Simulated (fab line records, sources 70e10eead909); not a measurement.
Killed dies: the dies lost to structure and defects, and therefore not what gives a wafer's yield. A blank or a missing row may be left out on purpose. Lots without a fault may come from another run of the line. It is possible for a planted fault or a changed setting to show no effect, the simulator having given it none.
Struck lot and sound lot, side by side	flow nandHarc	14 steps out of a route of 1302
Sound: the wafers L662.1, L662.2, L662.6. The struck wafers were L675.1, L675.3, L675.4. The cause is given at the end.
Each step with rows lists, per side, the tool, then ch with its chambers, then its first start. Under that, the readings that differ: sound wafers	struck wafers	difference of the means	sigmas: that difference in standard deviations of wafers without a fault.
alike: a reading whose means differ by less than 2 such deviations, as well as words and numbers matching on both sides. not compared: withheld readings; readings where some wafer has no value; bounds like >300 that might hide an equal value; numbers whose values overlap and for which the record gives no deviation.
The two part at a step that has a row with sigmas, a row that says differs or no value, or rows on one side only. When numbers do not overlap yet have no deviation, they are printed without sigmas and do not part them. A reading missing from all wafers of one side parts the sides only when that side holds two or more wafers.

NHARC_A_SOURCE_PLATE_THK_MEAS_09: measures by ellipsometry.
  sound: filmMetro-01 at day 7 17:59; struck: filmMetro-01 at day 13 06:20
  alike: thkNm
then, 3 steps without rows for these wafers: NHARC_A_SOURCE_PLATE_PVD_04 (deposits WSi2, target thk 50 nm); NHARC_A_SOURCE_PLATE_CVD_03 (deposits poly-Si, target thk 200 nm, time 4000 s); NHARC_A_SOURCE_PLATE_ANNEAL_05 (time 1800 s).
NHARC_A_SOURCE_PLATE_THK_MEAS_06: measures by ellipsometry.
  sound: filmMetro-01 at day 8 07:06; struck: filmMetro-02 at day 13 19:49
  alike: thkNm
NHARC_A_SOURCE_PLATE_INSPECT_08:
  sound: defectInspect-01 at day 8 07:11; struck: defectInspect-02 at day 13 19:53
  alike: rawDefectCount
next comes 1 step that has no rows for these wafers: NHARC_A_ONON_D1_DEP_00 (target thickness 1000 nm).
NHARC_A_ONON_D1_THK_MEAS_02: measures by ellipsometry.
  sound: filmMetro-01 at day 8 07:46; struck: filmMetro-02 at day 13 20:28
  alike: thkNm
next comes 1 step that has no rows for these wafers: NHARC_A_ONON_D1_DEP_03 (target thickness 1000 nm).
NHARC_A_ONON_D1_THK_MEAS_05: measures by ellipsometry.
  sound: filmMetro-02 at day 8 08:19; struck: filmMetro-02 at day 13 21:02
reading	sound	struck	difference	sigmas
thkNm (nm)	1005 1006 1007	980 978 979	-27	-3
NHARC_A_ONON_D1_DEP_06: target thk 1000 nm.
  sound on pecvdOnon-03 ch 0, day 8 08:23; struck on pecvdOnon-01 ch 0, day 13 21:05
NHARC_A_ONON_D1_THK_MEAS_08: measures by ellipsometry.
  sound: filmMetro-02 at day 8 08:53; struck: filmMetro-01 at day 13 21:36
reading	sound	struck	difference	sigmas
thkNm (nm)	997 997 999	1657 1657 1656	+659	+88
next comes 1 step that has no rows for these wafers: NHARC_A_ONON_D1_DEP_09 (target thickness 1000 nm).
-- record jumps: 16 days between struck wafers' starts before vs after; left off in module A_ONON_D1, resumes in module END, first step shown is number 1302 of the route --
NHARC_END_SORT_01:
  sound on prober-01 ch 0, day 24 18:17; struck on prober-02 ch 0, day 29 21:26
reading	sound	struck	difference	sigmas
killedAtArray	69 85 79	672 673 674	+595	+28
killedDies	76 90 81	677 677 677	+595	+30
  alike: killedAtOther, killedAtPeriphery, killedOpen, killedShort

== WHERE THEY PART ==
Last at NHARC_END_SORT_01 as far as this record goes, first at NHARC_A_ONON_D1_THK_MEAS_05.

WHY: whatever the simulator had introduced
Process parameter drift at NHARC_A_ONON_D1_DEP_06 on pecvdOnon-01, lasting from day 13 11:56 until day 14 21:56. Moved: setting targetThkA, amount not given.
